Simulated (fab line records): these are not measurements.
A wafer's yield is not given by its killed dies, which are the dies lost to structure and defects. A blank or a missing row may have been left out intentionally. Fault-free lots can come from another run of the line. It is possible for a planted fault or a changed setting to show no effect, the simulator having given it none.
Struck lot and sound lot, side by side    flow n5Finfet    14 out of 1938 route steps
Sound: these wafers, L545.1, L545.3, L545.5. Wafers struck: L541.2, L541.4, L541.6. The cause is given at the end.
Per side, at each step with rows, come the tool, then ch with its chambers, and then its first start. Under that, the readings that differ: sound wafers    struck wafers    difference of the means    sigmas: that difference in standard deviations of wafers without a fault.
alike: readings with means less than 2 such deviations apart, plus words and numbers identical on both sides. not compared: withheld readings, readings lacking a value on some wafer, bounds such as >300 that could conceal the same value, and numbers that have no deviation in the record and whose values overlap.
Wherever a step has rows on one side only, a row that says differs or no value, or a row with sigmas, the two part there. Numbers that don't overlap but have no deviation are shown without sigmas and don't part them. A reading missing from all wafers of one side parts the sides only when that side holds two or more wafers.

first, 3 steps without rows for these wafers: N5_SD_EPI_N_PRECLEAN_24 (cleans in O3/DIW, time 60 s); N5_SD_EPI_N_SRD_25 (time 30 s); N5_SD_EPI_N_PRECLEAN_49 (cleans in NF3:NH3, afs cycles 1, time 20 s, sublimation time 60 s).
N5_SD_EPI_N_LINER_46: material SiNx, target thk 3 nm.
  sound on aldSin-01 ch 1,2,3, day 8 04:10; struck on aldSin-03 ch 0,1,3, day 7 09:15
  alike: chamberPressureTorr, heaterPowerW
N5_SD_EPI_N_INSPECT_26: inspects for defects (darkfield).
  sound on defectInspect-01 at day 8 04:25; struck on defectInspect-02 at day 7 09:30
  alike: rawDefectCount
then, 7 steps without rows for these wafers: N5_SD_EPI_P_COAT_34 (time 60 s, resist thk 350 nm); N5_SD_EPI_P_COAT_35 (time 60 s, resist thk 35 nm); N5_SD_EPI_P_COAT_03 (resist thk 150 nm); N5_SD_EPI_P_EBR_05; N5_SD_EPI_P_SOFTBAKE_04 (time 60 s); N5_SD_EPI_P_EXPOSE_06 (exposes mask SD P BLK, target cd 240 nm); N5_SD_EPI_P_PEB_07 (peb time 60 s).
N5_SD_EPI_P_DEVELOP_08: develop time 30 s.
  sound on lithoTrack-05 ch 0, day 8 04:46; struck on lithoTrack-01, day 7 09:50
  no value came back on the struck wafers for chillPlateTempC (C), developTimeS (s), exhaustPa (Pa); on the sound wafers chillPlateTempC (C) reads 23.07 23.04 23.21
reading                                             sound              struck           difference  sigmas
model.CAR-ArF-block_of_SD_EPI_P_COAT_03.thkNm (nm)  147.8 148.8 148.8  151 150.8 150.4  +2          
N5_SD_EPI_P_CD_MEAS_09: target cd 240 nm.
  sound on cdSem-02 ch 0, day 8 04:49; struck on cdSem-02 ch 0, day 7 09:54
reading    sound              struck  difference                     sigmas
cdNm (nm)  240.2 240.2 239.2  - - -   no value on the struck wafers  

## WHERE THEY PART
Last at N5_SD_EPI_P_CD_MEAS_09 as far as this record goes, first at N5_SD_EPI_P_DEVELOP_08.

WHY: the cause the simulator had injected
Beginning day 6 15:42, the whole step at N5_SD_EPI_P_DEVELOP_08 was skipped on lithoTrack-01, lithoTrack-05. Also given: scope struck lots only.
